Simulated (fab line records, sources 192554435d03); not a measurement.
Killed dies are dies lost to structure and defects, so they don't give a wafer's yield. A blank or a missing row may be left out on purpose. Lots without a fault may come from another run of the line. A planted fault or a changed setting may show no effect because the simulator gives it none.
fab line records | flow n5_finfet
record lots=3 wafers=9 last_day=17
route steps=1938 shown BEOL_M4@1099 BEOL_M5@1112 BEOL_M12@1651 PASSIVATION@1936
lots that met no fault: from a run of the same line without faults
start_h: hours from the record's first day to the start of the lot's first wafer shown | wait_h: hours since the lot's step before | " the same as in the row above | L1.1+2: a row that stands for several wafers | - no value, or no start given | * or withheld: withheld | < > ~ a bound
route shown NAME@n: a module of which the file shows steps, and the number in the route of the first | usual: mean/standard deviation of fault-free wafers | same: alike in all rows | chamber/n: place in a boat | sites: the reading at each site | _std_site: their standard deviation | _edge_site: outer sites' mean less inner sites' | radius_mm: how far each site lies from the wafer's centre | mask NAME#n: copy n | behind: the tool/chamber that last shaped the wafer | hold: why the lot was held/for how many hours/how that ended | device: the transistor (n, p or np) that didn't switch | end of line: the same wafers' tests at the end of the route | a step without rows: its recipe alone | killed: dies lost to structure and defects at the first sort, not the wafer's yield | map: a wafer's dies, x killed, . not, _ none there
set.NAME: the setting as run; set.NAME@STEP: as run at that earlier step | model.NAME: the simulator's own value behind a step, which no gauge read
lots at some steps of the route; a table a step, a row a wafer
services: from which hour (start_h, from the record's first day; less than 0 if before it) a tool's chamber was out of use, for how many hours, and why
## steps
# step N5_BEOL_M4_ANNEAL_95
# recipe temp_c=400 time_s=240 ambient=vacuum
# step N5_BEOL_M4_SPUTTER_96
# recipe material=Cu target_thk_a=45 temp_c=-20 chamber_pressure_pa=0.07 power_w=withheld time_s=8.29
# step N5_BEOL_M4_ECD_50
# recipe material=Cu target_thk_a=3000
# step N5_BEOL_M4_ANNEAL_51
# recipe temp_c=225 time_s=90 ambient=N2
# step N5_BEOL_M4_CMP_52
# recipe stop_on=SiOC t_overpolish_s=6.8 down_force_psi=1 platen_rpm=50 clearing_platen_down_force_psi=1.5 clearing_platen_rpm=50 post_cmp_clean=cu_alkaline target_thk_nm=40 clearing_platen_pad_velocity_m_s=0.99484 pad_velocity_m_s=0.99484
# step N5_BEOL_M4_PRE_CLEAN_60
# recipe gas=NH3/H2 time_s=15 temp_c=* rf_power_w=300
# step N5_BEOL_M4_CO_CAP_55
# recipe material=Co target_thk_a=20 temp_c=200 precursor=CCTBA/H2 pressure_torr=30 time_s=102.1
# step N5_BEOL_M4_PRE_CLEAN_56
# recipe gas=NH3 time_s=15 temp_c=withheld rf_power_w=300
# step N5_BEOL_M4_DEP_57
# recipe material=SiCN target_thk_a=80 temp_c=withheld precursor=3MS/NH3 pressure_torr=3 rf_w=202 time_s=14
# step N5_BEOL_M4_RC_MEAS_101
# usual DIBL_N=36.3/1.2 DIBL_P=36.3/1.4 IOFF_N=0.157/0.02 IOFF_P=0.22/0.033 ION_N=675/9.6 ION_P=465/8.2 SS_N=71.4/0.45 SS_P=73.3/0.54 VT_N=249.8/2.5 VT_P=-249/3.2
# columns lot.wafer tool chamber start_h wait_h DIBL_N[mV/V] DIBL_P[mV/V] IOFF_N[nA/um] IOFF_P[nA/um] ION_N[uA/um] ION_P[uA/um] SS_N[mV/dec] SS_P[mV/dec] VT_N[mV] VT_P[mV]
L451.2 prober-01 0 170.50 0.2 35.8 36.7 0.144 0.20 680 466 71.1 72.8 248.4 -251
L451.3 " 0 " " 36.6 38.0 0.160 0.22 666 462 71.2 72.9 247.8 -250
L451.6 " 0 " " 36.8 38.0 0.165 0.22 686 470 71.8 73.0 248.4 -251
L459.1 prober-01 0 247.92 0.0 37.6 35.5 0.165 0.23 679 464 71.4 73.5 250.5 -247
L459.3 " 0 " " 38.6 37.0 0.182 0.26 688 477 71.7 73.7 249.2 -246
L459.6 " 0 " " 38.0 35.8 0.156 0.22 674 467 71.6 73.5 251.0 -249
L468.2 prober-02 0 299.80 0.2 35.6 35.0 0.152 0.24 682 470 71.9 73.4 249.8 -247
L468.3 " 0 " " 35.3 34.9 0.155 0.23 689 475 71.9 73.4 249.4 -248
L468.6 " 0 " " 35.7 35.2 0.159 0.25 676 467 71.7 73.3 250.6 -246
# step N5_BEOL_M5_ILD_DEP_00
# recipe material=SiCOH_lowk target_thk_a=1406.4 temp_c=300 precursor=DEMS/porogen pressure_torr=5 rf_w=500 time_s=25.9
# step N5_BEOL_M5_CURE_79
# recipe temp_c=385 time_s=240 ambient=He/Ar material=SiCOH_lowk
# step N5_BEOL_M5_PECVD_70
# recipe material=SiO2 target_thk_a=160 temp_c=400 precursor=TEOS/O2 pressure_torr=5.5 rf_w=450 teos_flow_sccm=53.8 gas=O2 flow_sccm=3000 time_s=18
# step N5_BEOL_M5_HM_DEP_02
# recipe material=TiN target_thk_a=200 temp_c=25 chamber_pressure_pa=0.49996
# step N5_BEOL_M5_COAT_59
# recipe resist=SOC temp_c=250 time_s=60 spin_rpm=1500 resist_thk_nm=60
# step N5_BEOL_M5_COAT_60
# recipe resist=SiARC temp_c=220 time_s=60 spin_rpm=1500 resist_thk_nm=12
# step N5_BEOL_M5_COAT_71
# recipe resist=underlayer temp_c=205 time_s=60 spin_rpm=1500 resist_thk_nm=5
# step N5_BEOL_M5_COAT_05
# recipe resist=CAR-EUV spin_rpm=1500 resist_thk_nm=30
# step N5_BEOL_M5_EBR_07
# recipe solvent=PGMEA ebr_width_mm=1.5
# step N5_BEOL_M5_SOFTBAKE_06
# recipe temp_c=110 time_s=60 resist=CAR-EUV
# step N5_BEOL_M5_EXPOSE_08
# recipe mask_id=M5 na=0.33 source_shape=annular sigma_inner=0.4 sigma_outer=0.8 polarization=unpolarized target_cd_nm=28 dose_mj=35.75
# step N5_BEOL_M5_PEB_09
# recipe peb_temp_c=100 peb_time_s=60 resist=CAR-EUV
# step N5_BEOL_M5_DEVELOP_10
# recipe develop_time_s=30 developer=TMAH resist=CAR-EUV rinse_liquid=surfactant_rinse dry=air_spin dev_temp_c=23
# step N5_BEOL_M5_DESCUM_16
# recipe chemistry=O2 time_s=7 source_power_w=50 bias_power_w=20 pressure_mtorr=20 rf_frequency_hz=2.712e+07 temp_c=40 resist=CAR-EUV o2_flow_sccm=225
# step N5_BEOL_M5_ETCH_72
# recipe chemistry=N2/H2 target=underlayer target_depth_a=65 mask_material=CAR-EUV time_s=5.2 ion_energy_ev=200 pressure_mtorr=30 source_w=840 bias_w=150 n2_flow_sccm=200 h2_flow_sccm=200 ends=cleared
# step N5_BEOL_M5_ETCH_61
# recipe chemistry=CF4 target=SiARC target_depth_a=156 mask_material=CAR-EUV time_s=26 ion_energy_ev=80 pressure_mtorr=40 source_w=545 bias_w=36 Ar_flow_sccm=100 cf4_flow_sccm=100 ends=cleared
# step N5_BEOL_M5_ETCH_62
# recipe chemistry=N2/H2 target=SOC target_depth_a=750 overetch_a=150 mask_material=SiARC temp_c=40 time_s=112.5 ion_energy_ev=200 pressure_mtorr=30 source_w=840 bias_w=150 n2_flow_sccm=200 h2_flow_sccm=200
# step N5_BEOL_M5_STRIP_63
# recipe chemistry=N2/H2 temp_c=40 n2_flow_sccm=200 h2_flow_sccm=200 rf_frequency_hz=6e+07
# step N5_BEOL_M5_STRIP_73
# recipe chemistry=N2/H2 temp_c=40 n2_flow_sccm=200 h2_flow_sccm=200 rf_frequency_hz=6e+07
# step N5_BEOL_M5_STRIP_64
# recipe chemistry=CF4 resist=SiARC power_w=300 bias_power_w=75 pressure_mtorr=50 cf4_flow_sccm=150 rf_frequency_hz=6e+07
# step N5_BEOL_M5_HM_OPEN_17
# recipe chemistry=Cl2/BCl3 target_depth_a=200 overetch_a=60 target=TiN mask_material=SOC ion_energy_ev=150 pressure_mtorr=10 icp_w=1000 bias_w=126 Cl2_flow_sccm=53.25 bcl3_flow_sccm=21.75 Ar_flow_sccm=25
# step N5_BEOL_M5_STRIP_19
# recipe chemistry=O2 power_w=400 temp_c=40 pressure_mtorr=30 rf_frequency_hz=6e+07 bias_power_w=0 overash_fraction=0.2 o2_flow_sccm=225
# step N5_BEOL_M5_COAT_65
# recipe resist=SOC temp_c=250 time_s=60 spin_rpm=1500 resist_thk_nm=60
# step N5_BEOL_M5_COAT_66
# recipe resist=SiARC temp_c=220 time_s=60 spin_rpm=1500 resist_thk_nm=12
# step N5_BEOL_M12_ECD_47
# recipe material=Cu target_thk_a=7200
# columns lot.wafer tool chamber start_h wait_h
L451.2+3+6 ecd_cu-02 0 239.35 0.1
L459.1+3+6 ecd_cu-02 0,1,1 321.64 0.1
L468.2+3+6 ecd_cu-02 1,0,1 369.40 0.1
# step N5_BEOL_M12_THK_MEAS_50
# recipe thk_meas_gauge=xrf reads=Cu_of_BEOL_M12_ECD_47
# usual M12_THK=323/4.9
# columns lot.wafer tool chamber start_h wait_h M12_THK[nm]
L451.2 film_metro-02 - 240.09 - 328
L451.3 " - " " 321
L451.6 " - " " 319
L459.1 film_metro-01 - 323.06 - -
L459.3 " - " " -
L459.6 " - " " -
L468.2 film_metro-02 - 370.14 - 322
L468.3 " - " " 322
L468.6 " - " " 321
# step N5_BEOL_M12_RS_MEAS_54
# recipe thk_meas_gauge=four-point-probe reads=Cu_of_BEOL_M12_ECD_47+Ta_of_BEOL_M12_SPUTTER_44+TaN_of_BEOL_M12_SPUTTER_43
# usual M12_RS=0.0601/0.00083
# columns lot.wafer tool chamber start_h wait_h M12_RS[ohm/sq]
L451.2 film_metro-01 - 240.21 0.0 0.0592
L451.3 " - " " 0.0603
L451.6 " - " " 0.0608
L459.1 film_metro-01 - 323.19 0.0 57.427
L459.3 " - " " 56.967
L459.6 " - " " 57.080
L468.2 film_metro-02 - 370.26 0.0 0.0602
L468.3 " - " " 0.0599
L468.6 " - " " 0.0601
# step N5_PASSIVATION_PROBE_49
# usual defect_limited_yield=91.1/1.4 killed_at_M0_to_M3=33/10 killed_at_M4_up=15/5.8 killed_at_contacts=13/5.9 killed_at_front_end=39/11 killed_at_other=4/3.6 killed_dies=105/16 killed_on_rim=13/3.7 killed_open=68/11 killed_short=34/7.8 sort_bin_5_function=5.2/0.88 sort_bin_6_memory=3.3/0.61 sort_n_pass=1075/16 sort_yield_pct=91.1/1.4
# same gross_dies=1180 killed_at_back_side=0 sort_bin_4_leakage[%]=0 sort_bin_8_speed[%]=0
# columns lot.wafer tool chamber start_h wait_h defect_limited_yield[%] killed_at_M0_to_M3 killed_at_M4_up killed_at_contacts killed_at_front_end killed_at_other killed_dies killed_on_rim killed_open killed_short sort_bin_5_function[%] sort_bin_6_memory[%] sort_n_pass sort_yield_pct[%]
L451.2 prober-01 - 275.11 0.1 91.4 30 16 10 43 2 101 14 66 33 5.2 3.1 1079 91.4
L451.3 prober-01 - 275.16 0.1 90.8 34 12 14 47 1 108 21 65 38 5.3 3.4 1072 90.8
L451.6 prober-01 - 275.31 0.3 92.3 27 20 7 34 3 91 11 56 33 4.5 3.1 1089 92.3
L459.1 prober-02 - 356.35 0.0 0 28 1102 12 33 5 1180 152 55 28 97.5 2.3 0 0
L459.3 prober-02 - 356.45 0.1 0 21 1122 8 28 1 1180 152 50 21 97.5 2.1 0 0
L459.6 prober-02 - 356.60 0.3 0 27 1105 9 29 10 1180 152 57 24 97.3 2.5 0 0
L468.2 prober-01 - 406.66 0.1 90.5 37 14 18 38 5 112 18 68 43 5.2 4.0 1068 90.5
L468.3 prober-01 - 406.71 0.1 91.1 35 15 21 32 2 105 14 66 36 4.7 3.8 1075 91.1
L468.6 prober-01 - 406.86 0.3 89.4 52 12 17 42 2 125 16 77 47 6.3 3.5 1055 89.4
# killed by level:class
L451.2 BEOL_M2:geometric_particle:open=12 FIN_SAQP:geometric_particle:open=11 MOL_CONTACT_COAG:geometric_particle:open=8 STI_FIN_REVEAL:geometric_particle:open=7 BEOL_M0_SAQP:geometric_particle:open=6 GATE_CUT:geometric_particle:short=5 STI_FIN_REVEAL:geometric_particle:short=4 FIN_SAQP:geometric_particle:short=4
L451.3 FIN_SAQP:geometric_particle:open=18 FIN_SAQP:geometric_particle:short=14 MOL_CONTACT_COAG:geometric_particle:open=9 BEOL_M3:geometric_particle:open=8 BEOL_M1:geometric_particle:open=7 MOL_CONTACT_COAG:geometric_particle:short=5 BEOL_M0_SAQP:geometric_particle:short=5 BEOL_M0_SAQP:geometric_particle:open=4
L451.6 BEOL_M2:geometric_particle:open=11 BEOL_M4:geometric_particle:open=9 FIN_SAQP:geometric_particle:open=6 FIN_SAQP:geometric_particle:short=5 GATE_CUT:geometric_particle:short=5 BEOL_M4:geometric_particle:short=5 STARTING-WAFER:geometric_particle:short=5 MOL_CONTACT_COAG:geometric_particle:open=4
L459.1 BEOL_M12:area_ecd=1097 MOL_CONTACT_COAG:geometric_particle:open=9 BEOL_M2:geometric_particle:open=7 FIN_SAQP:geometric_particle:open=6 FIN_SAQP:geometric_particle:short=6 BEOL_M1:geometric_particle:open=6 DUMMY_GATE:geometric_particle:open=5 BEOL_M0_SAQP:geometric_particle:short=4
L459.3 BEOL_M12:area_ecd=1109 DUMMY_GATE:geometric_particle:open=8 STI_FIN_REVEAL:geometric_particle:open=6 MOL_CONTACT_COAG:geometric_particle:open=6 BEOL_M1:geometric_particle:open=6 BEOL_M4:geometric_particle:open=5 FIN_SAQP:geometric_particle:open=4 BEOL_M1:geometric_particle:short=4
L459.6 BEOL_M12:area_ecd=1099 BEOL_M2:geometric_particle:open=9 MOL_CONTACT_COAG:geometric_particle:open=8 FIN_SAQP:geometric_particle:short=6 FIN_SAQP:geometric_particle:open=6 STI_FIN_REVEAL:geometric_particle:open=6 BEOL_M3:geometric_particle:open=6 BEOL_M1:geometric_particle:open=5
L468.2 MOL_CONTACT_COAG:geometric_particle:open=12 BEOL_M0_SAQP:geometric_particle:open=12 FIN_SAQP:geometric_particle:short=11 BEOL_M0_SAQP:geometric_particle:short=10 FIN_SAQP:geometric_particle:open=8 BEOL_M4:geometric_particle:open=8 BEOL_M3:geometric_particle:open=6 MOL_CONTACT_COAG:geometric_particle:short=6
L468.3 MOL_CONTACT_COAG:geometric_particle:open=17 BEOL_M0_SAQP:geometric_particle:open=12 BEOL_M0_SAQP:geometric_particle:short=11 BEOL_M4:geometric_particle:open=10 FIN_SAQP:geometric_particle:short=9 FIN_SAQP:geometric_particle:open=6 MOL_CONTACT_COAG:geometric_particle:short=4 BEOL_M2:geometric_particle:open=4
L468.6 MOL_CONTACT_COAG:geometric_particle:open=15 BEOL_M0_SAQP:geometric_particle:open=13 BEOL_M3:geometric_particle:open=12 BEOL_M0_SAQP:geometric_particle:short=11 FIN_SAQP:geometric_particle:short=9 DUMMY_GATE:geometric_particle:open=6 BEOL_M1:geometric_particle:open=6 BEOL_M4:geometric_particle:open=6
# map L459.1 (x killed, . not)
_________________xxxxxxxxxxxx________________
______________xxxxxxxxxxxxxxxxxx_____________
___________xxxxxxxxxxxxxxxxxxxxxxxx__________
__________xxxxxxxxxxxxxxxxxxxxxxxxxx_________
________xxxxxxxxxxxxxxxxxxxxxxxxxxxxxx_______
_______xxxxxxxxxxxxxxxxxxxxxxxxxxxxxxxx______
______xxxxxxxxxxxxxxxxxxxxxxxxxxxxxxxxxx_____
_____xxxxxxxxxxxxxxxxxxxxxxxxxxxxxxxxxxxx____
____xxxxxxxxxxxxxxxxxxxxxxxxxxxxxxxxxxxxxx___
___xxxxxxxxxxxxxxxxxxxxxxxxxxxxxxxxxxxxxxxx__
___xxxxxxxxxxxxxxxxxxxxxxxxxxxxxxxxxxxxxxxx__
__xxxxxxxxxxxxxxxxxxxxxxxxxxxxxxxxxxxxxxxxxx_
__xxxxxxxxxxxxxxxxxxxxxxxxxxxxxxxxxxxxxxxxxx_
_xxxxxxxxxxxxxxxxxxxxxxxxxxxxxxxxxxxxxxxxxxxx
_xxxxxxxxxxxxxxxxxxxxxxxxxxxxxxxxxxxxxxxxxxxx
_xxxxxxxxxxxxxxxxxxxxxxxxxxxxxxxxxxxxxxxxxxxx
_xxxxxxxxxxxxxxxxxxxxxxxxxxxxxxxxxxxxxxxxxxxx
_xxxxxxxxxxxxxxxxxxxxxxxxxxxxxxxxxxxxxxxxxxxx
_xxxxxxxxxxxxxxxxxxxxxxxxxxxxxxxxxxxxxxxxxxxx
_xxxxxxxxxxxxxxxxxxxxxxxxxxxxxxxxxxxxxxxxxxxx
_xxxxxxxxxxxxxxxxxxxxxxxxxxxxxxxxxxxxxxxxxxxx
__xxxxxxxxxxxxxxxxxxxxxxxxxxxxxxxxxxxxxxxxxx_
__xxxxxxxxxxxxxxxxxxxxxxxxxxxxxxxxxxxxxxxxxx_
___xxxxxxxxxxxxxxxxxxxxxxxxxxxxxxxxxxxxxxxx__
___xxxxxxxxxxxxxxxxxxxxxxxxxxxxxxxxxxxxxxxx__
____xxxxxxxxxxxxxxxxxxxxxxxxxxxxxxxxxxxxxx___
_____xxxxxxxxxxxxxxxxxxxxxxxxxxxxxxxxxxxx____
______xxxxxxxxxxxxxxxxxxxxxxxxxxxxxxxxxx_____
_______xxxxxxxxxxxxxxxxxxxxxxxxxxxxxxxx______
________xxxxxxxxxxxxxxxxxxxxxxxxxxxxxx_______
__________xxxxxxxxxxxxxxxxxxxxxxxxxx_________
___________xxxxxxxxxxxxxxxxxxxxxxxx__________
______________xxxxxxxxxxxxxxxxxx_____________
_________________xxxxxxxxxxxx________________
# map L451.3 (x killed, . not)
_________________.........x..________________
______________....x............._____________
___________.x........x.............__________
__________....x....................._________
________.......x..............x....x.._______
_______..........................x...x.______
______.x................x........x.x...._____
_____........x..................x.x....x.____
____.x......................x....x...x..xx___
___...........x..x.........................__
___x.........xxxx.............x............__
__...........xx..........x................x._
__.......x......x.............x.......x....._
_.x............x....................x.......x
_........................xx.x....x......x....
_.............x....x.x........x......x.......
_...x........................x.........x.....
_.x...x......................................
_........x.x......x....................x.....
_................x..................x.x......
_..x..........................x...x.......x..
__.....................x........x..........._
__.x..........x................xxx......x..._
___........x.............................x.__
___...............x.x........x..x..........__
____...........x.............x............___
_____xx.................x.........x......____
______x.......x..x.............x......x._____
_______....................x.......x...______
________..x.........x...........x....._______
__________..x......x..x............._________
___________.................x......__________
______________....x.x..........._____________
_________________.x........x.________________
## services
# columns tool chamber start_h hours kind
ecd_cu-02 - 218.67 12.1 repair
## key
first_sign step=N5_BEOL_M12_THK_MEAS_50 reading=M12_THK direction=missing
effect step=N5_BEOL_M12_RS_MEAS_54 reading=M12_RS direction=up sigmas=99+ usual=0.0601 struck=57.158
effect step=N5_PASSIVATION_PROBE_49 reading=killed_at_M4_up direction=up sigmas=99+ usual=15 struck=1110
more_kills_born_at N5_BEOL_M12_ECD_47@ecd_cu-02=3305
met_at N5_BEOL_M12_ECD_47
struck_wafers L459.1,L459.3,L459.6
later_rows_left_out L459.1,L459.3,L459.6
onset_between 239.35 321.64
fault kind=skipped_step_whole tool=ecd_cu-02 chamber=- onset_h=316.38 steps=N5_BEOL_M12_ECD_47 scope=struck_lots_only
# later_rows_left_out: the simulator's readings of these wafers behind a module that went badly wrong aren't trusted and aren't shown, but for the sort
